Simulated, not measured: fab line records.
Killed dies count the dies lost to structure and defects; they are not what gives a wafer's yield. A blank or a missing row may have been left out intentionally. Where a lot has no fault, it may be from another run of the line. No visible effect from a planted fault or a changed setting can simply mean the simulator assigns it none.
Which tool is to blame? | flow n5_finfet | 30 wafers from 10 lots sampled at 5 of the route's 1938 steps

== WHAT THE GAUGES READ, wafer by wafer ==
N5_DUMMY_GATE_THK_MEAS_05. Usual: thk_nm at 72.0 nm, with a standard deviation of 0.91.
lot  | measured    | on            | thk_nm (nm)    | flag
L533 | day 2 19:25 | film_metro-02 | 73.1 72.5 72.0 |
L538 | day 3 23:10 | film_metro-01 | 71.9 72.5 71.8 |
L540 | day 4 11:38 | film_metro-02 | 70.6 71.6 72.8 |
L544 | day 5 14:16 | film_metro-02 | 71.2 71.4 70.9 |
L545 | day 5 22:38 | film_metro-02 | 73.9 72.9 72.7 |
L546 | day 6 01:12 | film_metro-01 | 72.8 73.2 70.7 |
L547 | day 6 08:29 | film_metro-01 | 70.7 70.9 70.1 |
L548 | day 6 12:07 | film_metro-01 | 73.4 71.7 70.9 |
L555 | day 8 07:31 | film_metro-01 | 70.8 71.0 71.9 |
L556 | day 8 12:05 | film_metro-02 | 72.1 72.1 70.9 |

N5_DUMMY_GATE_CD_MEAS_50 targets a cd of 14 nm. Usual: cd_nm at 13.8 nm, with a standard deviation of 0.37.
lot  | measured    | on        | cd_nm (nm)     | flag
L533 | day 3 03:31 | cd_sem-03 | 13.4 13.5 14.7 |
L538 | day 4 03:58 | cd_sem-01 | 13.7 13.9 13.8 |
L540 | day 4 16:26 | cd_sem-03 | 13.7 13.2 13.5 |
L544 | day 5 19:13 | cd_sem-02 | 13.8 13.2 14.2 |
L545 | day 6 05:32 | cd_sem-03 | 13.4 13.6 13.2 |
L546 | day 6 06:02 | cd_sem-03 | 13.8 14.3 13.8 |
L547 | day 6 13:19 | cd_sem-01 | 13.4 14.0 13.7 |
L548 | day 6 16:56 | cd_sem-02 | 13.4 13.6 13.2 |
L555 | day 8 12:20 | cd_sem-01 | 13.4 13.7 13.7 |
L556 | day 8 17:08 | cd_sem-03 | 13.3 13.6 13.4 |

N5_BEOL_M4_RC_MEAS_101. Usual: DIBL_N 36.6 mV/V, standard deviation 1.9; DIBL_P 36.7 mV/V, standard deviation 2.2; IOFF_N 0.16 nA/um, standard deviation 0.035; IOFF_P 0.22 nA/um, standard deviation 0.038; ION_N 672 uA/um, standard deviation 14; ION_P 462 uA/um, standard deviation 8.3; SS_N 71.6 mV/dec, standard deviation 0.65; SS_P 73.5 mV/dec, standard deviation 0.72; VT_N 250 mV, standard deviation 3.5; VT_P -250 mV, standard deviation 3.1.
lot  | measured     | on        | DIBL_N (mV/V)  | DIBL_P (mV/V)  | IOFF_N (nA/um) | IOFF_P (nA/um) | ION_N (uA/um) | ION_P (uA/um) | SS_N (mV/dec)  | SS_P (mV/dec)  | VT_N (mV)   | VT_P (mV)      | flag
L533 | day 9 11:10  | prober-01 | 39.2 37.5 33.2 | 40.5 39.0 32.6 | 0.22 0.17 0.10 | 0.34 0.29 0.18 | 686 677 646   | 483 471 455   | 71.1 71.0 69.9 | 74.5 73.9 72.5 | 243 247 255 | -239 -244 -252 |
L538 | day 10 06:55 | prober-02 | 35.6 37.4 34.8 | 35.6 37.6 36.4 | 0.12 0.16 0.13 | 0.20 0.22 0.21 | 653 651 661   | 462 448 462   | 71.6 72.3 70.8 | 72.9 73.5 73.2 | 255 252 253 | -250 -251 -248 |
L540 | day 10 21:10 | prober-01 | 35.9 37.0 38.1 | 35.8 38.1 38.4 | 0.14 0.17 0.18 | 0.16 0.21 0.22 | 675 661 685   | 454 455 465   | 71.9 71.1 72.2 | 73.2 74.0 74.1 | 254 250 250 | -256 -252 -254 |
L544 | day 11 14:56 | prober-01 | 32.7 36.4 33.4 | 34.8 38.2 34.6 | 0.12 0.18 0.12 | 0.18 0.23 0.18 | 655 670 665   | 459 466 460   | 70.9 72.2 71.6 | 72.7 73.1 72.6 | 252 249 253 | -252 -249 -252 |
L545 | day 11 17:41 | prober-01 | 39.4 37.4 37.5 | 38.3 34.6 36.3 | 0.19 0.15 0.16 | 0.29 0.22 0.26 | 660 660 674   | 458 462 468   | 72.1 71.8 72.5 | 74.2 73.2 73.5 | 249 252 251 | -245 -248 -248 |
L546 | day 12 08:23 | prober-01 | 35.5 33.3 35.3 | 35.2 32.9 34.6 | 0.13 0.11 0.14 | 0.18 0.16 0.18 | 650 656 665   | 451 459 452   | 71.8 70.9 71.5 | 73.1 72.7 73.1 | 252 254 253 | -251 -254 -251 |
L547 | day 12 15:44 | prober-02 | 34.9 36.9 36.8 | 35.8 37.6 38.6 | 0.13 0.18 0.17 | 0.18 0.22 0.24 | 671 673 672   | 456 454 463   | 72.0 72.6 71.8 | 73.1 73.7 73.5 | 253 250 249 | -253 -250 -248 |
L548 | day 12 19:28 | prober-01 | 36.6 37.8 41.0 | 32.5 34.6 37.7 | 0.13 0.16 0.23 | 0.18 0.22 0.27 | 661 673 677   | 455 457 462   | 71.1 71.8 72.7 | 73.0 74.1 74.2 | 252 247 244 | -254 -249 -249 |
L555 | day 14 07:49 | prober-02 | 38.0 39.0 37.8 | 37.2 39.1 36.6 | 0.19 0.23 0.18 | 0.26 0.31 0.25 | 699 682 674   | 472 467 463   | 71.8 71.8 72.4 | 73.5 74.1 73.6 | 249 245 248 | -244 -244 -245 |
L556 | day 14 16:10 | prober-01 | 37.0 36.8 38.7 | 38.4 38.0 39.6 | 0.17 0.17 0.20 | 0.22 0.24 0.26 | 674 676 694   | 467 459 470   | 71.4 72.2 72.2 | 73.3 74.1 73.6 | 251 248 249 | -250 -248 -248 |

== TOOL THAT RAN EACH LOT (tool first, then ch and the chambers of the sampled wafers, then the start) ==
lot  | N5_SPACER0_ALD_00                | N5_SD_EPI_N_COAT_33
L533 | ald_sin-04 ch 0,2,3, day 3 04:29 | litho_track-04 ch 0, day 3 04:56
L538 | ald_sin-02 ch 0,2,3, day 4 05:09 | litho_track-05 ch 0, day 4 05:36
L540 | ald_sin-04 ch 2,3, day 4 18:35   | litho_track-03 ch 0, day 4 19:02
L544 | ald_sin-04 ch 1,2,3, day 5 20:10 | litho_track-05 ch 0, day 5 20:37
L545 | ald_sin-01 ch 0,1,3, day 6 06:41 | litho_track-05 ch 0, day 6 07:08
L546 | ald_sin-01 ch 0,3, day 6 07:13   | litho_track-04 ch 0, day 6 07:40
L547 | ald_sin-04 ch 0,1,3, day 6 14:29 | litho_track-04 ch 0, day 6 14:57
L548 | ald_sin-04 ch 0,1,2, day 6 17:56 | litho_track-04 ch 0, day 6 18:23
L555 | ald_sin-04 ch 1,2,3, day 8 13:34 | litho_track-03 ch 0, day 8 14:01
L556 | ald_sin-04 ch 0,1,2, day 8 18:31 | litho_track-05 ch 0, day 8 18:58
- N5_SPACER0_ALD_00: deposits SiOCN, target thk 3.5 nm, pulse time 3 s, purge time 2 s.
- N5_SD_EPI_N_COAT_33: time 60 s, resist thk 35 nm.

== WHAT THE TOOLS THEMSELVES READ (means of the sampled wafers that have a number; where no wafer has one, the mark that the record gives instead) ==
N5_SPACER0_ALD_00. Usual: heater_power_w 832 W, standard deviation 73; precursor_pulse_height_rel 0.998, standard deviation 0.02.
lot  | tool       | heater_power_w (W) | precursor_pulse_height_rel | flag
L533 | ald_sin-04 | 785                | 0.994                      |
L538 | ald_sin-02 | 869                | 0.997                      |
L540 | ald_sin-04 | 768                | 0.975                      |
L544 | ald_sin-04 | 769                | 0.995                      |
L545 | ald_sin-01 | 924                | 0.968                      |
L546 | ald_sin-01 | 903                | 0.985                      |
L547 | ald_sin-04 | 768                | 0.998                      |
L548 | ald_sin-04 | 789                | 0.992                      |
L555 | ald_sin-04 | 767                | 0.995                      |
L556 | ald_sin-04 | 807                | 0.990                      |

N5_SD_EPI_N_COAT_33. Usual: exhaust_pa 45.2 Pa, standard deviation 0.8; spin_speed_rpm 1500.0 rpm, standard deviation 0.92.
lot  | tool           | exhaust_pa (Pa) | spin_speed_rpm (rpm) | flag
L533 | litho_track-04 | 45.5            | 1499.8               |
L538 | litho_track-05 | 45.2            | 1500.0               |
L540 | litho_track-03 | 45.0            | 1500.7               |
L544 | litho_track-05 | 45.5            | 1436.1               | OFF
L545 | litho_track-05 | 44.8            | 1435.6               | OFF
L546 | litho_track-04 | 44.8            | 1499.2               |
L547 | litho_track-04 | 45.9            | 1499.9               |
L548 | litho_track-04 | 45.4            | 1499.0               |
L555 | litho_track-03 | 45.5            | 1500.2               |
L556 | litho_track-05 | 44.9            | 1499.9               |

== THE ANSWER, worked out from the rows above alone ==
Rule: a lot is off if the mean of its wafers that have a number lies more than 3 standard deviations from the usual mean. Also off: a lot with no number at a reading for which 4 or more lots have one. The other lots that the step has rows for count as sound. First the gauges in route order, then the tools' own readings, where a lot's mean is used as printed above. At the first step where some lot is off, the reading lying furthest off is the one used; lots without a number count as furthest.
Off at N5_SD_EPI_N_COAT_33 (spin_speed_rpm): L544, L545.
If a tool, at that step or one of the process steps before it, ran each lot that is off and ran no sound lot following the first of them, it fits. Of those tried, none fits.

== WHAT THE SIMULATOR PUT IN ==
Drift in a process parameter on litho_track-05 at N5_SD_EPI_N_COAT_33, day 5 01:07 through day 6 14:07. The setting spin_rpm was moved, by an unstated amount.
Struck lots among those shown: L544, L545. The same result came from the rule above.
